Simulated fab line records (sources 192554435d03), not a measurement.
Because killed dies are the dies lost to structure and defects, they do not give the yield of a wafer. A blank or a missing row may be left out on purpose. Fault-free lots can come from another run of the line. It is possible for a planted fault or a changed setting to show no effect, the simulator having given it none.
fab line records    flow n5Finfet
[record] lots = 7  wafers = 39
route steps=1938 shown STI_FIN_REVEAL@190 HKMG_FIN@386 BEOL_M0_SAQP@698 BEOL_M0_CUTY@701 BEOL_M0@715 BEOL_M1@751 BEOL_M6@1251
startH: hours from the record's first day to the start of the lot's first wafer shown    waitH: how many hours have passed since the lot's step before this one    " unchanged from the row above    L1.1+2: a single row standing in for several wafers    - no value, or no start given    * or withheld: withheld    < > ~ a bound
route shown NAME@n: a module of which the file shows steps, and the number in the route of the first    usual: the fault-free wafers' mean and standard deviation    same: alike in all rows    chamber/n: place in a boat    sites: per-site readings    _std_site: the standard deviation of these    _edge_site: inner sites' mean taken away from outer sites' mean    radiusMm: how far each site lies from the wafer's centre    mask NAME#n: copy n    behind: the most recent tool/chamber to have shaped the wafer    hold: why the lot was held/for how many hours/how that ended    device: whichever transistor did not switch (one of n, p or np)    end of line: the tests these same wafers got at the end of their route    where a step has no rows: the recipe by itself    killed: dies lost to structure and defects at the first sort, not the wafer's yield    map: per-die view of a wafer (x killed, . not killed, _ where there is no die)
set.NAME: the run value of the setting; set.NAME@STEP: its run value at that earlier step    model.NAME: the simulator's own value behind a step, which no gauge read
lots where settings were altered on purpose, with a table for each step and a row for each wafer
[[steps]]
[step N5_STI_FIN_REVEAL_ETCHBACK_08]
[recipe] chemistry = C4F6/O2  target = SiO2  targetDepthA = 305  timeS = 10.167  ionEnergyEv = 250  pressureMtorr = 30  sourceW = 345  biasW = 185  Ar_flow_sccm = 300  C4F6_flow_sccm = 10  O2_flow_sccm = 10
lot.wafer         tool        chamber      startH  waitH  set.timeS
L078.1+2+3+4+5+6  rieDiel-06  0,1,3,2,1,2  59.96   0.2    10.167
L079.1+4+6        rieDiel-06  0,1,0        64.53   0.2    10.167
L079.2+3+5        "           3,2,3        "       "      13.38
L082.1+2+3+4+5+6  rieDiel-06  3,0,2,1,2,1  82.48   0.3    10.167
L083.1+2+6        rieDiel-02  1,3,1        88.78   0.2    5.663
L083.3+4+5        "           2,0,0        "       "      10.167
L087.3+5+6        rieDiel-03  2,0,1        114.83  0.1    10.167
L093.1+3+4        rieDiel-02  0,1,2        148.15  0.2    15.77
L093.2+5+6        "           3,0,3        "       "      10.167
L094.1+2+3+4+5+6  rieDiel-02  1,3,0,2,0,1  154.49  0.2    10.167
[step N5_STI_FIN_REVEAL_STRIP_24]
[recipe] chemistry = N2/H2  timeS = 90  powerW = 100  tempC = 40  pressureMtorr = 100  rfFrequencyHz = 6e+07  biasPowerW = 3  n2FlowSccm = 300  h2FlowSccm = 300
[step N5_STI_FIN_REVEAL_PRECLEAN_25]
[recipe] chemistry = SPM  timeS = 90  tempC = 120  mix = 4:1
[step N5_STI_FIN_REVEAL_SRD_23]
[recipe] dry = ipaMarangoni  timeS = 30  tempC = 23  rinseLiquid = diw
[step N5_STI_FIN_REVEAL_FIN_H_MEAS_10]
[usual] trenchDepthNm = 52.1/0.73
lot.wafer  tool    chamber  startH  waitH  set.timeS@STI_FIN_REVEAL_ETCHBACK_08  trenchDepthNm
L078.1     ocd-02  -        62.91   0.0    10.167                                52.5
L078.2     "       -        "       "      10.167                                52.1
L078.3     "       -        "       "      10.167                                51.4
L078.4     "       -        "       "      10.167                                51.0
L078.5     "       -        "       "      10.167                                52.8
L078.6     "       -        "       "      10.167                                51.4
L079.1     ocd-01  -        69.08   0.0    10.167                                52.2
L079.2     "       -        "       "      13.38                                 60.3
L079.3     "       -        "       "      13.38                                 61.5
L079.4     "       -        "       "      10.167                                52.1
L079.5     "       -        "       "      13.38                                 60.3
L079.6     "       -        "       "      10.167                                52.1
L082.1     ocd-02  -        87.53   0.0    10.167                                51.8
L082.2     "       -        "       "      10.167                                52.6
L082.3     "       -        "       "      10.167                                52.0
L082.4     "       -        "       "      10.167                                52.8
L082.5     "       -        "       "      10.167                                52.3
L082.6     "       -        "       "      10.167                                53.4
L083.1     ocd-02  -        93.42   0.0    5.663                                 38.1
L083.2     "       -        "       "      5.663                                 38.6
L083.3     "       -        "       "      10.167                                51.5
L083.4     "       -        "       "      10.167                                50.9
L083.5     "       -        "       "      10.167                                51.7
L083.6     "       -        "       "      5.663                                 38.0
L087.3     ocd-02  -        117.81  0.0    10.167                                52.5
L087.5     "       -        "       "      10.167                                51.2
L087.6     "       -        "       "      10.167                                52.7
L093.1     ocd-01  -        151.10  0.0    15.77                                 71.4
L093.2     "       -        "       "      10.167                                53.0
L093.3     "       -        "       "      15.77                                 68.5
L093.4     "       -        "       "      15.77                                 70.1
L093.5     "       -        "       "      10.167                                54.5
L093.6     "       -        "       "      10.167                                53.0
L094.1     ocd-02  -        157.50  0.0    10.167                                51.7
L094.2     "       -        "       "      10.167                                51.9
L094.3     "       -        "       "      10.167                                53.4
L094.4     "       -        "       "      10.167                                51.3
L094.5     "       -        "       "      10.167                                53.6
L094.6     "       -        "       "      10.167                                51.5
[step N5_HKMG_FIN_HK_ALD_01]
[recipe] material = HfO2  targetThkA = 16  tempC = withheld  aldPrecursorFamily = HfCl4  aldCoReactant = H2O  pulseTimeS = 3  purgeTimeS = 3  coReactantPurgeTimeS = 2.5  coReactantPulseTimeS = 0.3  aldCycles = 30
lot.wafer         tool      chamber      startH  waitH  set.aldCycles  model.HfO2_of_HKMG_FIN_HK_ALD_01.thkNm
L078.1+4+6        aldHk-01  3,0,3        95.33   0.0    46             2.4
L078.2+3+5        "         2,1,0        "       "      30             1.6
L079.1+2+3        aldHk-03  2,1,0        102.09  0.0    30             1.6
L079.4+5+6        "         3,2,1        "       "      42             2.2
L082.1+4+6        aldHk-03  3,0,2        123.49  0.0    45             2.4
L082.2+3+5        "         1,2,1        "       "      30             1.6
L083.1+2+3+4+5+6  aldHk-02  3,1,2,0,3,0  129.99  0.1    30             1.6
L087.3+5+6        aldHk-02  0,3,0        151.14  0.0    30             1.6
L093.1+5+6        aldHk-02  2,0,3        184.71  0.0    20             1
L093.2+3+4        "         0,3,1        "       "      30             1.6
L094.1+2+3+4+5+6  aldHk-03  0,2,1,3,2,1  193.19  0.0    30             1.6
[step N5_HKMG_FIN_HK_ANNEAL_02]
[recipe] tempC = 700  timeS = 30  ambient = N2  idleTempC = 600  rampUpCPerS = 150  rampDownCPerS = 60  coolToC = 600
[step N5_HKMG_FIN_ALD_74]
[recipe] material = La2O3  targetThkA = 5  tempC = 250  aldPrecursorFamily = La-Cp  aldCoReactant = O3  pulseTimeS = 6  coReactantPulseTimeS = 1  purgeTimeS = 3  coReactantPurgeTimeS = 3
[step N5_HKMG_FIN_WET_ETCH_82]
[recipe] chemistry = dHCl  mix = 1:10000  tempC = 25  target = La2O3  stopOn = HfO2  targetDepthNm = 2  dry = ipaMarangoni  rinseTimeS = 30  rinseTempC = 23
[step N5_HKMG_FIN_ALD_36]
[recipe] material = TiN  targetThkA = 10  tempC = 400  aldPrecursorFamily = TiCl4  aldCoReactant = NH3  pulseTimeS = 1  purgeTimeS = 3  coReactantPurgeTimeS = 2  coReactantPulseTimeS = 2  aldCycles = 47  pressureTorr = 3
[step N5_HKMG_FIN_THK_MEAS_70]
[recipe] thkMeasGauge = xrf  reads = HfO2_of_HKMG_FIN_HK_ALD_01
[usual] HK_THK = 1.577/0.02
lot.wafer  tool          chamber  startH  waitH  set.aldCycles@HKMG_FIN_HK_ALD_01  HK_THK[nm]
L078.1     filmMetro-01  -        98.91   0.2    46                                2.401
L078.2     "             -        "       "      30                                1.583
L078.3     "             -        "       "      30                                1.581
L078.4     "             -        "       "      46                                2.420
L078.5     "             -        "       "      30                                1.578
L078.6     "             -        "       "      46                                2.390
L079.1     filmMetro-02  -        106.05  0.2    30                                1.584
L079.2     "             -        "       "      30                                1.590
L079.3     "             -        "       "      30                                1.587
L079.4     "             -        "       "      42                                2.224
L079.5     "             -        "       "      42                                2.258
L079.6     "             -        "       "      42                                2.175
L082.1     filmMetro-02  -        127.27  0.2    45                                2.366
L082.2     "             -        "       "      30                                1.552
L082.3     "             -        "       "      30                                1.588
L082.4     "             -        "       "      45                                2.345
L082.5     "             -        "       "      30                                1.595
L082.6     "             -        "       "      45                                2.352
L083.1     filmMetro-01  -        133.79  0.2    30                                1.571
L083.2     "             -        "       "      30                                1.570
L083.3     "             -        "       "      30                                1.554
L083.4     "             -        "       "      30                                1.575
L083.5     "             -        "       "      30                                1.576
L083.6     "             -        "       "      30                                1.563
L087.3     filmMetro-01  -        155.19  0.2    30                                1.566
L087.5     "             -        "       "      30                                1.562
L087.6     "             -        "       "      30                                1.575
L093.1     filmMetro-01  -        188.15  0.2    20                                1.053
L093.2     "             -        "       "      30                                1.584
L093.3     "             -        "       "      30                                1.582
L093.4     "             -        "       "      30                                1.575
L093.5     "             -        "       "      20                                1.050
L093.6     "             -        "       "      20                                1.019
L094.1     filmMetro-02  -        196.80  0.2    30                                1.583
L094.2     "             -        "       "      30                                1.571
L094.3     "             -        "       "      30                                1.612
L094.4     "             -        "       "      30                                1.590
L094.5     "             -        "       "      30                                1.561
L094.6     "             -        "       "      30                                1.595
[step N5_BEOL_M0_SAQP_ALD_48]
[recipe] material = SiO2  targetThkA = 200  tempC = 100  aldPrecursorFamily = BDEAS  aldCoReactant = O2-plasma  pulseTimeS = 1  coReactantPulseTimeS = 1  purgeTimeS = 2  coReactantPurgeTimeS = 2  aldCycles = 139  pressureTorr = 2
lot.wafer         tool       chamber      startH  waitH  set.aldCycles  model.SiO2_of_BEOL_M0_SAQP_ALD_48.thkNm
L078.1+3          aldSin-02  2,0          136.81  0.0    210            30.2
L078.2+4+5        "          1,3,2        "       "      139            20
L078.6            "          3            "       "      210            30.4
L079.1+3+4        aldSin-02  2,0,3        144.85  0.3    90             13
L079.2+5+6        "          1,0,1        "       "      139            20
L082.1+2+4+6      aldSin-01  0,2,0,2      161.56  0.0    139            20
L082.3+5          "          1            "       "      139            19.8
L083.1+2+3+4+5+6  aldSin-01  1,0,2,3,3,2  169.35  0.0    139            20
L087.3+6          aldSin-01  1,2          194.37  0.0    139            20
L087.5            "          3            "       "      139            20.2
L093.1+2+5+6      aldSin-02  2,3,2,3      225.73  0.0    139            20
L093.3+4          "          0,1          "       "      139            19.8
L094.1+2+6        aldSin-04  1,3,3        231.93  0.0    208            29.8
L094.3+4+5        "          2,0,0        "       "      139            20
[step N5_BEOL_M0_SAQP_ETCH_49]
[recipe] chemistry = CF4/O2  targetDepthA = 370  target = SiO2  pressureMtorr = 40  sourceW = 535  biasW = 49  Ar_flow_sccm = 100  cf4FlowSccm = 100  O2_flow_sccm = 10  ionEnergyEv = 100
lot.wafer   tool        chamber  startH  waitH  set.aldCycles@BEOL_M0_SAQP_ALD_48  model.SiO2_of_BEOL_M0_SAQP_ALD_48.thkNm
L078.1      rieDiel-01  2        137.33  0.3    210                                21.8
L078.2      "           1        "       "      139                                14.6
L078.3      "           3        "       "      210                                22.2
L078.4      "           2        "       "      139                                14
L078.5      "           1        "       "      139                                14.2
L078.6      "           3        "       "      210                                22.6
L079.1      rieDiel-01  3        145.38  0.3    90                                 9.2
L079.2      "           2        "       "      139                                13.8
L079.3      "           1        "       "      90                                 9
L079.4      "           2        "       "      90                                 8.8
L079.5      "           3        "       "      139                                14.6
L079.6      "           1        "       "      139                                14
L082.1+5    rieDiel-05  1        162.09  0.3    139                                13.6
L082.2+3    "           2,3      "       "      139                                13.8
L082.4      "           0        "       "      139                                14.4
L082.6      "           0        "       "      139                                14.8
L083.1+5    rieDiel-05  0        169.90  0.3    139                                14.8
L083.2+3    "           3,2      "       "      139                                14.2
L083.4      "           1        "       "      139                                13.8
L083.6      "           1        "       "      139                                14
L087.3+6    rieDiel-04  2,1      194.89  0.3    139                                14.2
L087.5      "           2        "       "      139                                14.4
L093.1+5+6  rieDiel-05  3,2,1    226.26  0.3    139                                14.4
L093.2      "           2        "       "      139                                14.2
L093.3      "           0        "       "      139                                15.2
L093.4      "           1        "       "      139                                14
L094.1+2    rieDiel-05  3,2      232.46  0.3    208                                21.6
L094.3      "           1        "       "      139                                14.4
L094.4      "           0        "       "      139                                15.6
L094.5      "           0        "       "      139                                15.2
L094.6      "           1        "       "      208                                21.4
[step N5_BEOL_M0_SAQP_STRIP_75]
[recipe] chemistry = CF4  resist = SiARC  powerW = 300  biasPowerW = 75  pressureMtorr = 50  cf4FlowSccm = 150  rfFrequencyHz = 6e+07
[step N5_BEOL_M0_CUTY_COAT_50]
[recipe] resist = SiARC  tempC = 220  timeS = 60  spinRpm = 1500  resistThkNm = 15
[step N5_BEOL_M0_CUTY_DESCUM_61]
[recipe] chemistry = O2  timeS = 7.9  sourcePowerW = 50  biasPowerW = 20  pressureMtorr = 20  rfFrequencyHz = 2.712e+07  tempC = 40  resist = CAR-ArF-block  o2FlowSccm = 225
[step N5_BEOL_M0_CUTY_ETCH_62]
[recipe] chemistry = CF4  target = SiARC  maskMaterial = CAR-ArF-block  timeS = 58.5  ionEnergyEv = 80  pressureMtorr = 40  sourceW = 545  biasW = 36  Ar_flow_sccm = 100  cf4FlowSccm = 100  ends = cleared
lot.wafer  tool        chamber  startH  waitH  set.aldCycles@BEOL_M0_SAQP_ALD_48  model.SiO2_of_BEOL_M0_SAQP_ALD_48.thkNm
L078.1     rieDiel-02  1        138.28  0.0    210                                19.4
L078.2     "           3        "       "      139                                13
L078.3     "           0        "       "      210                                19.6
L078.4     "           2        "       "      139                                12.4
L078.5     "           1        "       "      139                                12.6
L078.6     "           0        "       "      210                                20
L079.1     rieDiel-06  0        146.12  0.0    90                                 8.2
L079.2     "           3        "       "      139                                12.2
L079.3     "           2        "       "      90                                 8
L079.4     "           1        "       "      90                                 7.8
L079.5     "           0        "       "      139                                13
L079.6     "           3        "       "      139                                12.4
L082.1+5   rieDiel-03  2,0      162.84  0.0    139                                12
L082.2+3   "           0,1      "       "      139                                12.2
L082.4     "           3        "       "      139                                12.8
L082.6     "           3        "       "      139                                13
L083.1+5   rieDiel-03  2,3      170.45  0.0    139                                13
L083.2+3   "           3,1      "       "      139                                12.6
L083.4     "           1        "       "      139                                12.2
L083.6     "           2        "       "      139                                12.4
L087.3+6   rieDiel-02  0,2      195.39  0.0    139                                12.6
L087.5     "           1        "       "      139                                12.8
L093.1+2   rieDiel-02  1,3      226.92  0.0    139                                12.6
L093.3     "           0        "       "      139                                13.4
L093.4     "           0        "       "      139                                12.4
L093.5+6   "           3,1      "       "      139                                12.8
L094.1     rieDiel-02  0        233.09  0.0    208                                19.2
L094.2+6   "           3,1      "       "      208                                19
L094.3     "           1        "       "      139                                12.8
L094.4     "           3        "       "      139                                13.8
L094.5     "           0        "       "      139                                13.6
[step N5_BEOL_M0_CUTY_ETCH_63]
[recipe] chemistry = N2/H2  target = SOC  targetDepthA = 827  overetchA = 165  maskMaterial = SiARC  tempC = 40  ionEnergyEv = 200  timeS = 124  pressureMtorr = 30  sourceW = 840  biasW = 150  n2FlowSccm = 200  h2FlowSccm = 200
lot.wafer   tool        chamber  startH  waitH  set.aldCycles@BEOL_M0_SAQP_ALD_48  model.SiO2_of_BEOL_M0_SAQP_ALD_48.thkNm
L078.1      rieDiel-02  1        138.33  0.0    210                                18.2
L078.2      "           3        "       "      139                                12.2
L078.3      "           0        "       "      210                                18.4
L078.4      "           2        "       "      139                                11.6
L078.5      "           1        "       "      139                                11.8
L078.6      "           0        "       "      210                                18.8
L079.1+3    rieDiel-06  0,2      146.16  0.0    90                                 7.6
L079.2+6    "           3        "       "      139                                11.6
L079.4      "           1        "       "      90                                 7.2
L079.5      "           0        "       "      139                                12.2
L082.1+3+5  rieDiel-03  2,1,0    162.88  0.0    139                                11.4
L082.2      "           0        "       "      139                                11.6
L082.4      "           3        "       "      139                                12
L082.6      "           3        "       "      139                                12.4
L083.1      rieDiel-03  2        170.50  0.0    139                                12.2
L083.2+3    "           3,1      "       "      139                                11.8
L083.4      "           1        "       "      139                                11.4
L083.5      "           3        "       "      139                                12.4
L083.6      "           2        "       "      139                                11.6
L087.3      rieDiel-02  0        195.43  0.0    139                                11.8
L087.5+6    "           1,2      "       "      139                                12
L093.1+5+6  rieDiel-02  1,3,1    226.96  0.0    139                                12
L093.2      "           3        "       "      139                                11.8
L093.3      "           0        "       "      139                                12.6
L093.4      "           0        "       "      139                                11.6
L094.1+2    rieDiel-02  0,3      233.14  0.0    208                                18
L094.3      "           1        "       "      139                                12
L094.4      "           3        "       "      139                                13
L094.5      "           0        "       "      139                                12.6
L094.6      "           1        "       "      208                                17.8
[step N5_BEOL_M0_CUTY_STRIP_64]
[recipe] chemistry = N2/H2  tempC = 40  n2FlowSccm = 200  h2FlowSccm = 200  rfFrequencyHz = 6e+07
[step N5_BEOL_M0_ETCH_138]
[recipe] chemistry = CH3F/O2  targetDepthA = 120  target = SiCN  timeS = 31.6  ionEnergyEv = 120  pressureMtorr = 30  sourceW = 395  biasW = 75  Ar_flow_sccm = 150  CH3F_flow_sccm = 30  O2_flow_sccm = 20  ends = cleared
[step N5_BEOL_M0_HM_OPEN_105]
[recipe] chemistry = Cl2/BCl3  targetDepthA = 120  target = TiN  ionEnergyEv = 150  pressureMtorr = 10  icpW = 1000  biasW = 126  Cl2_flow_sccm = 53.25  bcl3FlowSccm = 21.75  Ar_flow_sccm = 25
lot.wafer     tool         chamber  startH  waitH  set.aldCycles@BEOL_M0_SAQP_ALD_48  model.SiO2_of_BEOL_M0_SAQP_ALD_48.thkNm
L078.1        rieMetal-01  1        144.44  5.9    210                                17.2
L078.2        "            0        "       "      139                                11.6
L078.3        "            0        "       "      210                                17.4
L078.4        "            1        "       "      139                                11
L078.5        "            0        "       "      139                                11.2
L078.6        "            1        "       "      210                                17.8
L079.1        rieMetal-01  0        149.24  2.9    90                                 7.2
L079.2+6      "            1        "       "      139                                11
L079.3        "            0        "       "      90                                 7
L079.4        "            1        "       "      90                                 6.8
L079.5        "            0        "       "      139                                11.6
L082.1+2+3+5  rieMetal-01  0,1,1,1  163.13  0.1    139                                10.8
L082.4        "            0        "       "      139                                11.4
L082.6        "            0        "       "      139                                11.6
L083.1+5      rieMetal-01  1,0      173.73  3.1    139                                11.6
L083.2+3      "            0        "       "      139                                11.2
L083.4        "            1        "       "      139                                10.8
L083.6        "            1        "       "      139                                11
L087.3+6      rieMetal-03  0,1      195.73  0.1    139                                11.2
L087.5        "            0        "       "      139                                11.4
L093.1+5+6    rieMetal-03  0,1,0    230.74  3.6    139                                11.4
L093.2        "            1        "       "      139                                11.2
L093.3        "            0        "       "      139                                12
L093.4        "            1        "       "      139                                11
L094.1+2      rieMetal-03  0,1      236.06  2.8    208                                17
L094.3        "            0        "       "      139                                11.4
L094.4        "            1        "       "      139                                12.4
L094.5        "            0        "       "      139                                12
L094.6        "            1        "       "      208                                16.8
[step N5_BEOL_M1_ILD_DEP_00]
[recipe] material = SiOC  targetThkA = 790  tempC = 350  precursor = DEMS/O2  pressureTorr = 5  rfW = 500  timeS = 15.3
lot.wafer  tool      chamber  startH  waitH  set.targetThkA  model.SiOC_of_BEOL_M1_ILD_DEP_00.thkNm
L078.1     pecvd-04  1        147.96  0.0    567.2           54.8
L078.2     "         0        "       "      790             77.2
L078.3     "         0        "       "      790             78.8
L078.4     "         1        "       "      567.2           56
L078.5     "         0        "       "      567.2           56.8
L078.6     "         1        "       "      790             79.4
L079.1     pecvd-02  0        152.96  0.0    970.6           97.2
L079.2     "         1        "       "      790             79.2
L079.3     "         2        "       "      790             80.6
L079.4     "         1        "       "      970.6           97.6
L079.5     "         0        "       "      970.6           98.6
L079.6     "         2        "       "      790             81.8
L082.1     pecvd-02  1        167.06  0.0    978.1           96.8
L082.2     "         2        "       "      790             79.2
L082.3     "         0        "       "      978.1           96
L082.4     "         2        "       "      790             80.6
L082.5     "         1        "       "      978.1           99.4
L082.6     "         0        "       "      790             79.6
L083.1     pecvd-03  1        177.36  0.0    996.3           99
L083.2     "         2        "       "      790             77.6
L083.3     "         0        "       "      996.3           99.4
L083.4     "         1        "       "      790             80
L083.5     "         0        "       "      790             81.2
L083.6     "         2        "       "      996.3           99.2
L087.3     pecvd-02  1        199.12  0.0    790             77.6
L087.5     "         2        "       "      790             79.6
L087.6     "         0        "       "      790             80
L093.1     pecvd-02  2        235.32  0.0    613.3           62.2
L093.2     "         0        "       "      613.3           60.4
L093.3     "         1        "       "      790             78.8
L093.4     "         2        "       "      790             81.2
L093.5     "         1        "       "      613.3           61.8
L093.6     "         0        "       "      790             80
L094.1     pecvd-03  1        241.93  0.0    790             76.8
L094.2     "         0        "       "      790             77.4
L094.3     "         2        "       "      790             77.6
L094.4     "         1        "       "      790             78.8
L094.5     "         2        "       "      790             78.2
L094.6     "         0        "       "      790             79
[step N5_BEOL_M1_THK_MEAS_01]
[recipe] reads = SiOC_of_BEOL_M1_ILD_DEP_00
[usual] M1_ILD_THK = 79.0/1.1
lot.wafer  tool          chamber  startH  waitH  set.targetThkA@BEOL_M1_ILD_DEP_00  M1_ILD_THK[nm]
L078.1     filmMetro-01  -        148.04  0.1    567.2                              54.9
L078.2     "             -        "       "      790                                77.3
L078.3     "             -        "       "      790                                78.8
L078.4     "             -        "       "      567.2                              56.0
L078.5     "             -        "       "      567.2                              56.7
L078.6     "             -        "       "      790                                79.5
L079.1     filmMetro-02  -        153.03  0.0    970.6                              97.2
L079.2     "             -        "       "      790                                79.1
L079.3     "             -        "       "      790                                80.6
L079.4     "             -        "       "      970.6                              97.7
L079.5     "             -        "       "      970.6                              98.6
L079.6     "             -        "       "      790                                81.8
L082.1     filmMetro-02  -        167.13  0.0    978.1                              96.8
L082.2     "             -        "       "      790                                79.1
L082.3     "             -        "       "      978.1                              96.2
L082.4     "             -        "       "      790                                80.6
L082.5     "             -        "       "      978.1                              99.4
L082.6     "             -        "       "      790                                79.5
L083.1     filmMetro-01  -        177.43  0.0    996.3                              99.0
L083.2     "             -        "       "      790                                77.6
L083.3     "             -        "       "      996.3                              99.5
L083.4     "             -        "       "      790                                80.0
L083.5     "             -        "       "      790                                81.1
L083.6     "             -        "       "      996.3                              99.1
L087.3     filmMetro-02  -        199.19  0.1    790                                77.5
L087.5     "             -        "       "      790                                79.6
L087.6     "             -        "       "      790                                80.1
L093.1     filmMetro-02  -        235.39  0.0    613.3                              62.1
L093.2     "             -        "       "      613.3                              60.5
L093.3     "             -        "       "      790                                78.8
L093.4     "             -        "       "      790                                81.1
L093.5     "             -        "       "      613.3                              61.8
L093.6     "             -        "       "      790                                79.9
L094.1     filmMetro-01  -        242.00  0.0    790                                76.7
L094.2     "             -        "       "      790                                77.3
L094.3     "             -        "       "      790                                77.6
L094.4     "             -        "       "      790                                78.8
L094.5     "             -        "       "      790                                78.2
L094.6     "             -        "       "      790                                78.9
[step N5_BEOL_M6_ALD_77]
[recipe] material = TaN  targetThkA = 20  tempC = 275  aldPrecursorFamily = PDMAT  aldCoReactant = NH3  pressureTorr = 3  carrierFlowSccm = 1500  pulseTimeS = 2  purgeTimeS = 3  coReactantPurgeTimeS = 2  coReactantPulseTimeS = 3  aldCycles = 40  precursorVesselTempC = 75  precursorVesselPressureTorr = 26.25  precursorVesselCarrierSccm = 1000
lot.wafer         tool         chamber      startH  waitH  set.aldCycles  model.TaN_of_BEOL_M6_ALD_77.thkNm
L078.1+2+6        aldMetal-01  3,0,0        239.75  0.0    24             1.2
L078.3+4+5        "            2,1,1        "       "      40             2
L079.1+5+6        aldMetal-02  0,0,3        252.97  0.3    40             2
L079.2+3+4        "            1,3,2        "       "      23             1.2
L082.1+3+6        aldMetal-01  0,1,2        275.02  0.0    40             2
L082.2+4+5        "            2,3,1        "       "      31             1.6
L083.1+2+3        aldMetal-01  1,3,0        278.65  0.0    59             3
L083.4+5+6        "            2,0,3        "       "      40             2
L087.3+5+6        aldMetal-04  3,3,0        308.74  0.1    40             2
L094.1+2+3+4+5+6  aldMetal-02  3,1,0,1,0,3  338.13  0.0    40             2
L093.1+2+3+4+5+6  aldMetal-02  3,0,1,3,0,1  346.41  0.1    40             2
[[key]]
[split] step = N5_STI_FIN_REVEAL_ETCHBACK_08  setting = timeS  stated = 10.167  by = wafer
[response] step = N5_STI_FIN_REVEAL_FIN_H_MEAS_10  reading = trenchDepthNm  change = +0.293  per = 1%  r = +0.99
[split] step = N5_HKMG_FIN_HK_ALD_01  setting = aldCycles  stated = 30  by = wafer
[response] step = N5_HKMG_FIN_HK_ALD_01  reading = model.HfO2_of_HKMG_FIN_HK_ALD_01.thkNm  change = +0.0157  per = 1%  r = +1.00
[response] step = N5_HKMG_FIN_THK_MEAS_70  reading = HK_THK  change = +0.0156  per = 1%  r = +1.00
[split] step = N5_BEOL_M0_SAQP_ALD_48  setting = aldCycles  stated = 139  by = wafer
[response] step = N5_BEOL_M0_SAQP_ALD_48  reading = model.SiO2_of_BEOL_M0_SAQP_ALD_48.thkNm  change = +0.199  per = 1%  r = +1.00
[response] step = N5_BEOL_M0_SAQP_ETCH_49  reading = model.SiO2_of_BEOL_M0_SAQP_ALD_48.thkNm  change = +0.144  per = 1%  r = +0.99
[response] step = N5_BEOL_M0_CUTY_ETCH_62  reading = model.SiO2_of_BEOL_M0_SAQP_ALD_48.thkNm  change = +0.126  per = 1%  r = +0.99
[response] step = N5_BEOL_M0_CUTY_ETCH_63  reading = model.SiO2_of_BEOL_M0_SAQP_ALD_48.thkNm  change = +0.12  per = 1%  r = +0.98
[response] step = N5_BEOL_M0_HM_OPEN_105  reading = model.SiO2_of_BEOL_M0_SAQP_ALD_48.thkNm  change = +0.113  per = 1%  r = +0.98
[split] step = N5_BEOL_M1_ILD_DEP_00  setting = targetThkA  stated = 790  by = wafer
[response] step = N5_BEOL_M1_ILD_DEP_00  reading = model.SiOC_of_BEOL_M1_ILD_DEP_00.thkNm  change = +0.775  per = 1%  r = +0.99
[response] step = N5_BEOL_M1_THK_MEAS_01  reading = M1_ILD_THK  change = +0.777  per = 1%  r = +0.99
[split] step = N5_BEOL_M6_ALD_77  setting = aldCycles  stated = 40  by = wafer
[response] step = N5_BEOL_M6_ALD_77  reading = model.TaN_of_BEOL_M6_ALD_77.thkNm  change = +0.0199  per = 1%  r = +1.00
